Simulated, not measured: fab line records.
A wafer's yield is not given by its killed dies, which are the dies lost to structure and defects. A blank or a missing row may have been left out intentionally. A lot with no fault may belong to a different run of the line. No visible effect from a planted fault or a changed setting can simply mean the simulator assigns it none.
fab line records	flow nand_harc
record: lots: 24	wafers: 72	last_day: 33
route steps=1302 shown A_CHANNEL_FILL_D1@513 A_ONON_D2@552 A_CHANNEL_HOLE_D2@586 A_CHANNEL_FILL_D2@614
lots that met no fault: from a run of the same line without faults
start_h: hours from the record's opening day to when the first of the lot's shown wafers began	wait_h: how many hours have passed since the lot's step before this one	" identical to the entry in the row above	L1.1+2: one row covering several wafers at once	- either no value or no given start	* or withheld: withheld	< > ~ a bound
route shown NAME@n: names a module that has steps shown in the file, with the first one's number in the route	usual: the fault-free wafers' mean and standard deviation	same: alike in all rows	chamber/n: place in a boat	sites: the reading at each site	_std_site: standard deviation across them	_edge_site: inner sites' mean taken away from outer sites' mean	radius_mm: for every site, how far away it sits from the centre of the wafer	mask NAME#n: copy n	behind: the most recent tool/chamber to have shaped the wafer	hold: cause of the lot's hold/its duration in hours/its outcome	device: the n, p or np transistor that did not switch	end of line: tests run on the same wafers once the route is complete	where a step has no rows: the recipe by itself	killed: dies lost to structure and defects at the first sort, not the wafer's yield	map: a wafer's dies, marking killed ones x, the rest . and places with no die _
set.NAME: setting as actually run; set.NAME@STEP: the setting as run at that earlier step	model.NAME: the simulator's own value behind a step, which no gauge read
one table for each step of the route and one row for each wafer, over a sample of lots
services: when a tool's chamber went out of use (start_h, in hours from the record's first day, below 0 if earlier), for how many hours, and the reason
== steps ==
step: NHARC_A_CHANNEL_FILL_D1_CMP_10
recipe: target_thk_nm: 150
usual: motor_current_A: 12.5/1.1	time_to_endpoint_s: 13.9/2.3
lot.wafer	tool	chamber	start_h	wait_h	motor_current_A	time_to_endpoint_s
L074.3	cmp-04	0	244.56	0.4	12.0	13.9
L074.2	"	3	"	"	12.8	12.9
L074.6	"	1	"	"	13.3	11.3
L075.1	cmp-01	1	244.56	0.4	13.6	15.0
L075.3	"	0	"	"	13.4	14.4
L075.6	"	2	"	"	14.4	11.9
L076.3	cmp-04	1	261.60	0.4	13.0	8.4
L076.6	"	2	"	"	12.1	14.2
L076.5	"	3	"	"	12.8	13.3
L077.3	cmp-04	3	273.62	0.4	12.7	12.8
L077.1	"	0	"	"	11.3	15.5
L077.5	"	3	"	"	12.9	11.5
L078.1	cmp-04	2	279.44	0.4	11.7	15.0
L078.2	"	1	"	"	12.9	12.4
L078.5	"	2	"	"	12.3	15.0
L079.4	cmp-04	1	291.85	0.4	13.0	15.8
L079.3	"	2	"	"	12.3	17.1
L079.1	"	3	"	"	12.4	16.9
L080.3	cmp-04	1	294.59	0.4	13.2	10.2
L080.1	"	2	"	"	11.1	11.8
L080.5	"	1	"	"	13.0	9.0
L081.1	cmp-01	3	294.59	0.4	10.8	14.1
L081.2	"	1	"	"	13.4	16.4
L081.6	"	2	"	"	13.9	12.1
L082.4	cmp-01	2	316.27	0.4	13.9	11.1
L082.1	"	3	"	"	12.1	11.8
L082.5	"	1	"	"	13.2	13.6
L084.4	cmp-04	3	334.39	0.4	13.2	13.7
L084.2	"	0	"	"	11.7	18.4
L084.5	"	2	"	"	11.7	15.5
L083.4	cmp-01	0	334.44	0.4	13.3	12.4
L083.6	"	1	"	"	13.1	11.3
L083.5	"	2	"	"	14.0	8.4
L085.2	cmp-04	0	343.04	0.4	12.0	14.5
L085.1	"	2	"	"	11.9	12.4
L085.6	"	0	"	"	11.9	16.4
L086.4	cmp-03	0	356.13	0.4	11.6	15.9
L086.2	"	1	"	"	14.4	15.9
L086.3	"	2	"	"	10.5	14.5
L088.1	cmp-03	0	379.07	0.4	11.7	19.5
L088.3	"	3	"	"	12.5	17.7
L088.5	"	1	"	"	15.0	17.2
L087.1	cmp-01	1	379.09	0.4	12.5	13.3
L087.6	"	0	"	"	13.5	15.3
L087.5	"	1	"	"	12.9	14.2
L090.1	cmp-03	3	398.73	0.4	13.2	16.8
L090.2	"	1	"	"	14.5	16.8
L090.6	"	2	"	"	10.6	12.1
L089.3	cmp-01	3	398.85	0.5	11.4	13.4
L089.5	"	0	"	"	13.6	14.7
L089.6	"	1	"	"	12.7	13.0
L091.2	cmp-03	0	412.89	0.4	11.9	15.8
L091.4	"	2	"	"	9.9	15.1
L091.5	"	0	"	"	11.5	18.9
L092.2	cmp-04	2	428.62	0.4	12.5	12.9
L092.5	"	2	"	"	12.1	10.4
L092.6	"	3	"	"	12.7	12.2
L093.1	cmp-03	1	433.02	0.4	15.0	15.8
L093.5	"	3	"	"	12.8	12.3
L093.6	"	0	"	"	12.5	18.2
L094.3	cmp-03	0	439.41	0.4	11.6	18.2
L094.1	"	1	"	"	14.1	14.1
L094.6	"	2	"	"	10.6	15.3
L095.1	cmp-01	2	448.11	0.4	13.2	11.2
L095.2	"	0	"	"	13.5	15.2
L095.3	"	1	"	"	12.6	12.7
L097.3	cmp-04	3	458.51	0.4	12.5	14.1
L097.2	"	0	"	"	12.0	15.8
L097.1	"	2	"	"	12.3	14.2
L096.1	cmp-01	3	458.54	0.4	10.9	12.9
L096.2	"	0	"	"	13.1	16.2
L096.6	"	3	"	"	10.9	13.5
step: NHARC_A_ONON_D2_THK_MEAS_11
recipe: thk_meas_gauge: ellipsometry
usual: thk_nm: 999/13
lot.wafer	tool	chamber	start_h	wait_h	thk_nm
L074.2	film_metro-02	-	283.35	-	1012
L074.3	"	-	"	"	1012
L074.6	"	-	"	"	1011
L075.1	film_metro-01	-	283.38	-	1006
L075.3	"	-	"	"	1007
L075.6	"	-	"	"	1007
L076.3	film_metro-02	-	305.08	-	992
L076.5	"	-	"	"	992
L076.6	"	-	"	"	991
L077.1	film_metro-01	-	313.64	-	1008
L077.3	"	-	"	"	1005
L077.5	"	-	"	"	1006
L078.1	film_metro-02	-	324.66	-	998
L078.2	"	-	"	"	999
L078.5	"	-	"	"	997
L081.1	film_metro-02	-	332.33	-	1025
L081.2	"	-	"	"	1025
L081.6	"	-	"	"	1024
L079.1	film_metro-01	-	332.34	-	1008
L079.3	"	-	"	"	1008
L079.4	"	-	"	"	1006
L080.1	film_metro-02	-	332.51	-	998
L080.3	"	-	"	"	997
L080.5	"	-	"	"	998
L082.1	film_metro-01	-	358.32	-	996
L082.4	"	-	"	"	998
L082.5	"	-	"	"	997
L083.4	film_metro-01	-	377.68	-	991
L083.5	"	-	"	"	991
L083.6	"	-	"	"	991
L084.2	film_metro-01	-	377.90	-	989
L084.4	"	-	"	"	988
L084.5	"	-	"	"	989
L085.1	film_metro-01	-	380.84	-	1011
L085.2	"	-	"	"	1011
L085.6	"	-	"	"	1008
L086.2	film_metro-02	-	394.41	-	978
L086.3	"	-	"	"	980
L086.4	"	-	"	"	979
L087.1	film_metro-01	-	415.93	-	978
L087.5	"	-	"	"	978
L087.6	"	-	"	"	976
L088.1	film_metro-02	-	416.05	-	1007
L088.3	"	-	"	"	1006
L088.5	"	-	"	"	1006
L089.3	film_metro-01	-	437.78	-	992
L089.5	"	-	"	"	990
L089.6	"	-	"	"	991
L090.1	film_metro-02	-	437.96	-	1010
L090.2	"	-	"	"	1010
L090.6	"	-	"	"	1009
L091.2	film_metro-01	-	450.72	-	992
L091.4	"	-	"	"	990
L091.5	"	-	"	"	991
L092.2	film_metro-01	-	468.96	-	996
L092.5	"	-	"	"	995
L092.6	"	-	"	"	995
L093.1	film_metro-02	-	469.04	-	998
L093.5	"	-	"	"	997
L093.6	"	-	"	"	1000
L094.1	film_metro-01	-	488.86	-	992
L094.3	"	-	"	"	992
L094.6	"	-	"	"	990
L095.1	film_metro-02	-	489.07	-	1028
L095.2	"	-	"	"	1030
L095.3	"	-	"	"	1027
L097.1	film_metro-01	-	502.10	-	972
L097.2	"	-	"	"	972
L097.3	"	-	"	"	973
L096.1	film_metro-02	-	502.25	-	1009
L096.2	"	-	"	"	1008
L096.6	"	-	"	"	1010
step: NHARC_A_CHANNEL_HOLE_D2_ETCH_38
recipe: target_depth_a: 390	over_etch_frac: 0.3	time_s: 65	ion_energy_ev: 80	cf4_flow_sccm: 150	ar_flow_sccm: 0	rf_w: 300	bias_w: 100	chemistry: CF4
usual: drypump_motor_current_A: 5.5/0.55	oes_product_au: 1.002/0.0097	rf_vpp_V: 151.4/1.1	showerhead_plenum_p_Torr: 1.78/0.057	throttle_valve_pct: 13.282/0.0087
lot.wafer	tool	chamber	start_h	wait_h	drypump_motor_current_A	oes_product_au	rf_hours_counter_h	rf_vpp_V	showerhead_plenum_p_Torr	throttle_valve_pct
L074.2	rie_diel-13	2	297.49	0.1	6.5	1.003	7	151.4	1.80	13.281
L074.3	"	3	"	"	5.6	1.001	3	151.0	1.78	13.281
L074.6	"	1	"	"	5.1	1.000	-	151.8	1.75	13.275
L075.1	rie_diel-09	2	297.78	0.1	6.2	1.002	9	150.7	1.81	13.289
L075.3	"	3	"	"	5.5	0.989	9	151.1	1.79	13.274
L075.6	"	3	"	"	5.5	0.988	-	151.4	1.79	13.268
L076.3	rie_diel-06	0	321.55	0.1	5.4	0.992	0	150.0	1.71	13.274
L076.5	"	2	"	"	5.3	1.001	-	152.7	1.87	13.277
L076.6	"	3	"	"	4.8	1.019	-	150.7	1.73	13.294
L077.1	rie_diel-13	2	327.49	0.1	6.4	1.010	8	152.0	1.80	13.279
L077.3	"	3	"	"	5.6	1.003	5	152.0	1.78	13.296
L077.5	"	0	"	"	5.0	0.991	-	151.5	1.78	13.286
L078.1	rie_diel-06	3	338.48	0.1	4.8	1.016	1	150.8	1.73	13.276
L078.2	"	0	"	"	5.4	0.988	1	151.9	1.71	13.288
L078.5	"	0	"	"	5.4	0.987	-	151.4	1.71	13.277
L079.3	rie_diel-09	0	346.27	0.1	6.0	1.012	0	151.1	1.86	13.286
L079.4	"	1	"	"	6.1	1.005	0	150.4	1.68	13.267
L079.1	"	3	"	"	5.5	0.988	0	151.8	1.79	13.272
L080.3	rie_diel-06	3	346.53	0.1	4.8	1.007	2	150.5	1.73	13.285
L080.1	"	1	"	"	4.8	1.012	2	150.8	1.82	13.284
L080.5	"	0	"	"	5.4	0.991	-	150.6	1.71	13.270
L081.2	rie_diel-09	3	346.66	0.1	5.5	1.002	1	152.4	1.79	13.276
L081.1	"	0	"	"	5.9	0.998	1	153.3	1.86	13.278
L081.6	"	3	"	"	5.5	0.999	-	151.8	1.79	13.289
L082.1	rie_diel-06	2	373.02	0.1	5.3	1.015	4	151.0	1.87	13.273
L082.4	"	1	"	"	4.8	1.017	-	152.8	1.82	13.301
L082.5	"	2	"	"	5.3	1.011	-	153.3	1.87	13.276
L083.4	rie_diel-13	2	393.47	0.1	6.5	0.999	1	151.4	1.80	13.277
L083.6	"	0	"	"	5.0	0.997	-	151.0	1.78	13.283
L083.5	"	1	"	"	5.1	0.980	-	149.8	1.75	13.287
L084.2	rie_diel-06	3	393.63	0.1	4.8	1.026	5	150.5	1.72	13.284
L084.4	"	3	"	"	4.8	1.017	-	150.6	1.72	13.275
L084.5	"	0	"	"	5.4	1.003	-	149.8	1.71	13.266
L085.1	rie_diel-06	1	393.94	0.2	4.8	1.015	5	152.5	1.81	13.285
L085.2	"	3	"	"	4.8	1.008	5	151.8	1.72	13.276
L085.6	"	0	"	"	5.4	0.996	-	149.8	1.71	13.291
L086.3	rie_diel-09	1	408.78	0.1	6.0	0.995	4	151.1	1.68	13.290
L086.4	"	3	"	"	5.5	0.997	4	153.3	1.79	13.288
L086.2	"	0	"	"	5.9	0.996	4	151.6	1.86	13.276
L087.1	rie_diel-06	0	438.03	0.1	5.4	1.016	8	150.9	1.71	13.293
L087.6	"	0	"	"	5.4	1.003	-	150.1	1.71	13.292
L087.5	"	1	"	"	4.8	1.005	-	151.9	1.81	13.283
L088.1	rie_diel-13	0	439.72	0.1	5.0	0.996	4	151.9	1.77	13.267
L088.3	"	1	"	"	5.1	0.980	4	150.8	1.75	13.280
L088.5	"	0	"	"	5.0	0.996	-	151.3	1.78	13.283
L089.3	rie_diel-06	0	452.58	0.1	5.4	1.006	9	150.0	1.71	13.274
L089.5	"	1	"	"	4.8	1.008	-	153.7	1.81	13.276
L089.6	"	2	"	"	5.3	0.996	-	151.8	1.87	13.275
L090.2	rie_diel-09	1	453.04	0.1	6.1	1.006	6	149.7	1.68	13.287
L090.1	"	2	"	"	6.2	0.994	5	152.9	1.81	13.282
L090.6	"	0	"	"	5.9	0.998	-	152.7	1.86	13.275
L091.2	rie_diel-13	3	466.38	0.1	5.6	1.001	6	151.8	1.78	13.298
L091.4	"	0	"	"	5.0	1.004	5	151.1	1.77	13.276
L091.5	"	1	"	"	5.1	0.995	-	151.4	1.75	13.276
L092.2	rie_diel-13	0	486.55	0.1	5.0	1.001	6	151.4	1.77	13.296
L092.6	"	2	"	"	6.5	1.019	-	153.7	1.80	13.281
L092.5	"	3	"	"	5.6	1.006	-	151.7	1.78	13.280
L093.1	rie_diel-09	0	487.43	0.1	5.9	1.017	8	151.9	1.86	13.280
L093.6	"	0	"	"	5.9	1.012	-	153.4	1.86	13.289
L093.5	"	1	"	"	6.0	1.018	-	150.6	1.67	13.269
L094.1	rie_diel-06	0	505.36	0.1	5.4	0.996	0	150.7	1.71	13.283
L094.3	"	1	"	"	4.8	0.989	0	151.5	1.81	13.280
L094.6	"	3	"	"	4.8	1.007	-	152.3	1.72	13.293
L095.3	rie_diel-13	1	506.29	0.1	5.1	0.994	9	151.1	1.75	13.291
L095.2	"	2	"	"	6.5	1.006	10	152.3	1.80	13.292
L095.1	"	0	"	"	5.0	1.013	8	149.8	1.77	13.294
L097.2	rie_diel-09	1	516.76	0.1	6.1	1.013	0	150.4	1.67	13.273
L097.1	"	2	"	"	6.3	0.999	1	152.6	1.81	13.294
L097.3	"	0	"	"	5.9	1.002	1	151.1	1.86	13.270
L096.2	rie_diel-09	3	518.69	0.1	5.5	1.006	2	151.1	1.78	13.286
L096.1	"	1	"	"	6.0	1.020	1	151.0	1.67	13.311
L096.6	"	2	"	"	6.2	0.994	-	152.6	1.80	13.278
step: NHARC_A_CHANNEL_HOLE_D2_ETCH_39
recipe: target_depth_a: 2600	over_etch_frac: 0.3	time_s: 325	ion_energy_ev: 200	n2_flow_sccm: 150	h2_flow_sccm: 150	ar_flow_sccm: 0	rf_w: 400	bias_w: 150	chemistry: N2/H2
usual: drypump_motor_current_A: 5.5/0.55	oes_product_au: 1.002/0.0096	rf_vpp_V: 430.7/2.1	showerhead_plenum_p_Torr: 2.05/0.073	throttle_valve_pct: 14.171/0.0088
lot.wafer	tool	chamber	start_h	wait_h	drypump_motor_current_A	oes_product_au	rf_hours_counter_h	rf_vpp_V	showerhead_plenum_p_Torr	throttle_valve_pct
L074.2	rie_diel-13	1	-	-	5.1	0.995	7	428.0	2.01	14.172
L074.3	"	3	"	"	5.6	0.997	3	431.1	2.06	14.166
L074.6	"	0	"	"	5.0	0.986	-	430.4	2.05	14.181
L075.1	rie_diel-09	2	-	-	6.3	0.983	9	432.6	2.09	14.183
L075.3	"	0	"	"	5.9	1.001	8	432.7	2.16	14.177
L075.6	"	2	"	"	6.3	0.988	-	431.5	2.09	14.173
L076.3	rie_diel-06	2	-	-	5.3	1.009	0	434.7	2.17	14.153
L076.6	"	2	"	"	5.3	1.007	-	433.5	2.17	14.181
L076.5	"	3	"	"	4.8	1.004	-	428.9	1.98	14.185
L077.1	rie_diel-13	2	-	-	6.5	0.993	8	432.1	2.08	14.167
L077.3	"	1	"	"	5.1	1.003	9	429.2	2.01	14.168
L077.5	"	2	"	"	6.5	0.993	-	431.4	2.08	14.172
L078.1	rie_diel-06	3	-	-	4.8	1.006	1	429.4	1.99	14.163
L078.2	"	1	"	"	4.8	1.007	1	432.5	2.10	14.169
L078.5	"	3	"	"	4.8	1.006	-	427.4	1.99	14.177
L079.3	rie_diel-09	0	-	-	5.9	0.998	0	435.2	2.16	14.163
L079.4	"	1	"	"	6.1	1.006	0	427.0	1.92	14.177
L079.1	"	3	"	"	5.5	0.994	0	431.2	2.06	14.162
L080.1	rie_diel-06	2	-	-	5.3	1.009	2	434.5	2.17	14.170
L080.3	"	1	"	"	4.8	1.006	2	432.2	2.10	14.172
L080.5	"	2	"	"	5.3	1.012	-	434.3	2.17	14.168
L081.2	rie_diel-09	1	-	-	6.0	0.997	1	428.2	1.92	14.170
L081.1	"	3	"	"	5.5	0.995	1	429.7	2.06	14.168
L081.6	"	1	"	"	6.0	1.011	-	428.1	1.92	14.156
L082.1	rie_diel-06	3	-	-	4.8	1.022	4	429.0	1.98	14.175
L082.4	"	2	"	"	5.3	1.015	-	434.8	2.17	14.163
L082.5	"	1	"	"	4.8	1.010	-	432.2	2.10	14.186
L083.4	rie_diel-13	0	-	-	5.0	1.009	1	431.1	2.05	14.175
L083.5	"	2	"	"	6.5	1.009	-	432.0	2.08	14.170
L083.6	"	3	"	"	5.6	1.008	-	431.9	2.06	14.174
L084.2	rie_diel-06	1	-	-	4.8	0.995	5	431.0	2.10	14.176
L084.5	"	3	"	"	4.8	1.017	-	427.5	1.98	14.164
L084.4	"	0	"	"	5.4	0.987	-	428.8	1.96	14.179
L085.1	rie_diel-06	1	-	-	4.8	1.014	6	432.2	2.10	14.175
L085.2	"	3	"	"	4.8	1.015	5	428.9	1.98	14.167
L085.6	"	1	"	"	4.8	1.007	-	431.0	2.10	14.172
L086.4	rie_diel-09	0	-	-	5.9	0.998	4	433.0	2.16	14.175
L086.2	"	1	"	"	6.1	1.004	4	426.9	1.92	14.178
L086.3	"	2	"	"	6.2	0.994	4	430.0	2.09	14.173
L087.1	rie_diel-06	2	-	-	5.3	1.000	6	433.7	2.17	14.160
L087.6	"	3	"	"	4.8	1.017	-	428.4	1.98	14.160
L087.5	"	0	"	"	5.4	1.006	-	427.1	1.96	14.169
L088.3	rie_diel-13	3	-	-	5.6	1.000	4	428.9	2.05	14.177
L088.1	"	2	"	"	6.5	0.997	5	430.0	2.08	14.167
L088.5	"	0	"	"	5.0	0.994	-	430.4	2.05	14.181
L089.3	rie_diel-06	2	-	-	5.3	1.005	6	433.0	2.17	14.162
L089.6	"	3	"	"	4.8	1.017	-	428.1	1.98	14.180
L089.5	"	0	"	"	5.4	1.001	-	427.1	1.96	14.170
L090.1	rie_diel-09	0	-	-	6.0	1.007	6	433.6	2.16	14.164
L090.2	"	1	"	"	6.1	1.009	6	427.3	1.92	14.168
L090.6	"	0	"	"	5.9	0.998	-	432.6	2.16	14.164
L091.4	rie_diel-13	0	-	-	5.0	1.011	5	430.5	2.05	14.158
L091.2	"	2	"	"	6.5	1.010	7	432.4	2.08	14.163
L091.5	"	0	"	"	5.0	1.002	-	431.7	2.05	14.192
L092.2	rie_diel-13	1	-	-	5.1	0.984	7	429.8	2.01	14.167
L092.6	"	1	"	"	5.1	1.001	-	430.5	2.01	14.169
L092.5	"	2	"	"	6.5	1.003	-	430.8	2.08	14.184
L093.1	rie_diel-09	0	-	-	5.9	0.996	8	434.5	2.16	14.161
L093.5	"	3	"	"	5.5	0.982	-	430.7	2.06	14.157
L093.6	"	0	"	"	6.0	1.006	-	433.8	2.16	14.167
L094.1	rie_diel-06	3	-	-	4.8	1.008	0	429.9	1.98	14.153
L094.3	"	1	"	"	4.8	1.005	0	431.9	2.10	14.165
L094.6	"	3	"	"	4.8	1.026	-	429.8	1.98	14.171
L095.1	rie_diel-13	1	-	-	5.1	0.993	9	431.0	2.01	14.154
L095.3	"	3	"	"	5.6	0.997	8	429.7	2.05	14.180
L095.2	"	0	"	"	5.0	0.999	8	429.1	2.05	14.161
L097.1	rie_diel-09	2	-	-	6.2	0.994	1	431.5	2.09	14.159
L097.3	"	0	"	"	5.9	0.995	1	433.7	2.16	14.164
L097.2	"	1	"	"	6.0	1.012	0	428.1	1.92	14.171
L096.1	rie_diel-09	0	-	-	6.0	1.002	2	433.7	2.15	14.186
L096.2	"	2	"	"	6.2	0.994	2	431.9	2.09	14.165
L096.6	"	0	"	"	5.9	1.012	-	432.8	2.15	14.163
step: NHARC_A_CHANNEL_HOLE_D2_ETCH_26
recipe: bias_v: 300	source_w: 2000	pressure_mtorr: 30	time_s: 224.1	ar_flow_sccm: 375	c4f8_flow_sccm: 11.4	o2_flow_sccm: 113.6	temp_c: -20	target_depth_a: 3000	chemistry: C4F8/O2/Ar
usual: drypump_motor_current_A: 5.80/0.11	showerhead_plenum_p_Torr: 3.74/0.14	throttle_valve_pct: 24.585/0.0098
lot.wafer	tool	chamber	start_h	wait_h	drypump_motor_current_A	rf_hours_counter_h	showerhead_plenum_p_Torr	throttle_valve_pct
L074.2	har_etch-02	1	302.41	0.6	5.96	360	3.53	24.602
L074.3	"	0	"	"	5.87	-	3.55	24.592
L074.6	"	0	"	"	5.86	-	3.55	24.573
L075.1	har_etch-01	1	302.70	0.6	5.65	156	3.72	24.580
L075.3	"	0	"	"	5.78	-	3.74	24.582
L075.6	"	0	"	"	5.80	-	3.74	24.567
L076.3	har_etch-01	1	326.51	0.4	5.67	-	3.72	24.573
L076.5	"	0	"	"	5.81	-	3.74	24.573
L076.6	"	1	"	"	5.67	-	3.72	24.586
L077.1	har_etch-01	1	334.78	0.6	5.67	175	3.71	24.590
L077.3	"	1	"	"	5.65	-	3.71	24.599
L077.5	"	1	"	"	5.66	-	3.71	24.588
L078.1	har_etch-02	0	343.33	0.7	5.85	379	3.54	24.594
L078.2	"	1	"	"	5.98	379	3.52	24.587
L078.5	"	1	"	"	5.99	-	3.52	24.587
L079.1	har_etch-01	0	353.29	0.6	5.83	183	3.73	24.562
L079.4	"	1	"	"	5.67	-	3.71	24.591
L079.3	"	0	"	"	5.81	-	3.73	24.590
L080.1	har_etch-02	1	353.79	0.6	5.99	387	3.51	24.588
L080.3	"	0	"	"	5.89	-	3.54	24.586
L080.5	"	1	"	"	5.97	-	3.51	24.587
L081.1	har_etch-01	0	357.39	0.7	5.80	187	3.72	24.586
L081.2	"	1	"	"	5.66	187	3.70	24.581
L081.6	"	1	"	"	5.66	-	3.71	24.603
L082.1	har_etch-01	0	377.97	0.6	5.79	202	3.72	24.581
L082.4	"	1	"	"	5.67	-	3.70	24.563
L082.5	"	0	"	"	5.75	-	3.72	24.586
L083.4	har_etch-01	0	402.17	0.5	5.80	-	3.70	24.598
L083.5	"	0	"	"	5.77	-	3.70	24.585
L083.6	"	1	"	"	5.64	-	3.69	24.597
L084.2	har_etch-02	0	405.68	0.6	5.83	8	3.99	24.586
L084.4	"	1	"	"	5.96	-	3.99	24.589
L084.5	"	0	"	"	5.87	-	3.99	24.582
L085.2	har_etch-01	0	406.29	0.7	5.77	224	3.70	24.584
L085.1	"	1	"	"	5.69	224	3.68	24.580
L085.6	"	0	"	"	5.81	-	3.70	24.569
L086.2	har_etch-01	1	413.65	0.7	5.66	228	3.68	24.587
L086.4	"	1	"	"	5.65	-	3.68	24.593
L086.3	"	0	"	"	5.80	-	3.70	24.590
L087.1	har_etch-01	1	443.35	0.6	5.68	240	3.67	24.577
L087.5	"	0	"	"	5.80	-	3.69	24.599
L087.6	"	1	"	"	5.69	-	3.67	24.587
L088.1	har_etch-02	0	446.69	0.7	5.90	27	3.98	24.577
L088.3	"	1	"	"	5.95	-	3.98	24.589
L088.5	"	1	"	"	5.94	-	3.98	24.585
L089.3	har_etch-02	1	458.87	0.5	5.98	-	3.97	24.607
L089.6	"	1	"	"	5.95	-	3.97	24.601
L089.5	"	0	"	"	5.88	-	3.97	24.606
L090.2	har_etch-01	0	461.09	0.7	5.79	255	3.68	24.576
L090.1	"	1	"	"	5.65	255	3.67	24.585
L090.6	"	1	"	"	5.66	-	3.67	24.584
L091.2	har_etch-01	1	471.23	0.7	5.66	259	3.66	24.576
L091.4	"	0	"	"	5.74	-	3.68	24.592
L091.5	"	0	"	"	5.76	-	3.68	24.589
L092.2	har_etch-02	1	491.40	0.7	5.98	53	3.96	24.564
L092.5	"	1	"	"	5.95	-	3.96	24.599
L092.6	"	0	"	"	5.87	-	3.96	24.570
L093.1	har_etch-01	0	492.30	0.7	5.81	270	3.68	24.582
L093.6	"	0	"	"	5.77	-	3.68	24.575
L093.5	"	1	"	"	5.68	-	3.66	24.595
L094.1	har_etch-02	1	512.78	0.6	5.99	65	3.95	24.600
L094.3	"	0	"	"	5.86	-	3.95	24.602
L094.6	"	0	"	"	5.90	-	3.95	24.581
L095.2	har_etch-01	0	513.46	0.7	5.79	282	3.67	24.587
L095.1	"	1	"	"	5.67	282	3.65	24.592
L095.3	"	1	"	"	5.68	-	3.65	24.574
L097.2	har_etch-01	0	521.65	0.8	5.81	290	3.67	24.576
L097.1	"	1	"	"	5.66	290	3.65	24.592
L097.3	"	1	"	"	5.66	-	3.65	24.573
L096.2	har_etch-02	0	524.55	0.7	5.87	76	3.95	24.583
L096.1	"	1	"	"	5.97	76	3.95	24.580
L096.6	"	0	"	"	5.89	-	3.95	24.597
step: NHARC_A_CHANNEL_FILL_D2_ALD_14
recipe: target_thk_a: 25	pulse_time_s: 10	ald_cycles: 25	temp_c: 300	material: SiO2
usual: heater_power_w: 455/38	precursor_pulse_height_rel: 1.002/0.02	susceptor_temp_C: 300.01/0.18
lot.wafer	tool	chamber	start_h	wait_h	heater_power_w	precursor_pulse_height_rel	susceptor_temp_C
L074.2	ald_hk-02	3	311.47	0.0	472	1.047	300.31
L074.3	"	0	"	"	429	0.997	300.23
L074.6	"	3	"	"	481	1.004	300.33
L075.1	ald_hk-03	3	314.58	0.1	389	1.005	300.22
L075.3	"	0	"	"	493	1.006	299.94
L075.6	"	3	"	"	375	1.009	300.21
L076.3	ald_hk-02	0	335.55	0.0	424	0.983	300.17
L076.6	"	0	"	"	414	1.021	300.13
L076.5	"	1	"	"	479	1.008	299.96
L077.1	ald_hk-03	3	343.92	0.0	389	1.005	300.19
L077.3	"	0	"	"	489	1.001	300.10
L077.5	"	3	"	"	385	0.939	300.20
L078.2	ald_hk-03	2	352.46	0.1	503	0.976	299.83
L078.1	"	3	"	"	387	0.976	299.66
L078.5	"	2	"	"	504	1.030	300.26
L079.3	ald_hk-02	1	362.44	0.0	496	1.017	300.01
L079.4	"	2	"	"	433	0.977	300.29
L079.1	"	3	"	"	477	0.991	299.94
L080.1	ald_hk-04	0	362.52	0.1	465	1.008	299.94
L080.3	"	1	"	"	413	1.015	299.91
L080.5	"	3	"	"	461	0.998	299.83
L081.2	ald_hk-03	3	366.51	0.1	385	0.992	300.17
L081.1	"	0	"	"	486	0.995	299.90
L081.6	"	1	"	"	431	0.991	300.16
L082.1	ald_hk-02	2	387.16	0.1	426	1.024	-
L082.4	"	3	"	"	471	1.019	-
L082.5	"	0	"	"	413	1.001	-
L083.4	ald_hk-04	0	411.32	0.0	482	1.030	299.91
L083.5	"	0	"	"	466	0.971	300.14
L083.6	"	1	"	"	415	1.028	299.96
L084.4	ald_hk-02	3	415.01	0.1	474	0.992	300.16
L084.2	"	0	"	"	416	0.977	300.06
L084.5	"	3	"	"	464	0.992	299.80
L085.1	ald_hk-03	3	415.01	0.1	390	1.030	299.79
L085.2	"	0	"	"	481	0.980	299.79
L085.6	"	3	"	"	392	1.022	299.38
L086.3	ald_hk-03	3	422.78	0.0	391	1.023	300.02
L086.4	"	0	"	"	489	0.982	299.93
L086.2	"	2	"	"	503	0.979	299.82
L087.1	ald_hk-03	3	452.55	0.2	405	1.000	299.79
L087.6	"	0	"	"	490	0.994	299.99
L087.5	"	1	"	"	436	0.977	300.15
L088.1	ald_hk-02	3	456.04	0.0	466	1.021	300.51
L088.3	"	2	"	"	430	1.019	299.88
L088.5	"	0	"	"	412	1.008	300.09
L089.3	ald_hk-02	0	468.25	0.3	415	1.016	300.23
L089.5	"	3	"	"	473	0.998	300.27
L089.6	"	0	"	"	406	1.016	299.76
L090.1	ald_hk-04	2	470.83	0.1	491	0.994	299.80
L090.2	"	3	"	"	473	1.002	300.27
L090.6	"	2	"	"	485	1.015	299.95
L091.2	ald_hk-04	1	480.40	0.0	412	1.036	299.83
L091.4	"	2	"	"	480	0.986	300.18
L091.5	"	2	"	"	496	1.013	300.11
L092.2	ald_hk-02	2	500.56	0.1	436	0.982	299.83
L092.5	"	2	"	"	417	0.979	299.95
L092.6	"	3	"	"	475	1.013	299.97
L093.1	ald_hk-02	1	500.78	0.3	502	0.997	299.93
L093.5	"	1	"	"	499	1.006	300.12
L093.6	"	2	"	"	435	1.045	299.81
L095.1	ald_hk-02	1	522.04	0.0	492	1.020	299.95
L095.2	"	3	"	"	474	0.982	300.19
L095.3	"	0	"	"	416	0.994	300.00
L094.1	ald_hk-04	2	522.09	0.1	483	0.978	300.03
L094.3	"	0	"	"	482	0.972	300.03
L094.6	"	1	"	"	408	0.998	300.07
L097.3	ald_hk-03	0	533.12	2.3	484	0.984	300.08
L097.1	"	1	"	"	445	0.981	300.14
L097.2	"	3	"	"	403	1.004	299.85
L096.1	ald_hk-03	0	533.83	0.1	496	0.976	-
L096.2	"	1	"	"	438	1.020	-
L096.6	"	0	"	"	486	0.997	-
== services ==
tool	chamber	start_h	hours	kind
rie_diel-09	1	227.65	4.3	repair
cmp-04	-	229.54	3.3	repair
rie_diel-06	2	233.21	12.9	repair
rie_diel-13	3	243.16	34.5	repair
cmp-04	-	307.03	4.0	pm
rie_diel-06	-	307.22	9.0	pm
rie_diel-09	-	307.35	0.5	repair
rie_diel-09	-	320.44	9.0	pm
cmp-04	-	324.17	5.4	repair
rie_diel-13	-	342.32	9.0	pm
cmp-04	-	345.63	0.6	repair
rie_diel-13	1	359.08	5.3	repair
rie_diel-06	0	370.52	2.8	repair
rie_diel-13	3	377.40	12.9	repair
rie_diel-06	3	382.67	8.1	repair
rie_diel-06	2	387.62	29.1	repair
rie_diel-09	1	417.17	2.6	repair
rie_diel-09	3	442.98	19.6	repair
rie_diel-06	-	484.22	9.0	pm
rie_diel-09	-	491.68	1.0	repair
rie_diel-13	1	496.24	3.4	repair
rie_diel-09	-	497.44	9.0	pm
rie_diel-06	3	509.87	5.3	repair
rie_diel-13	-	519.32	9.0	pm
== key ==
fault none
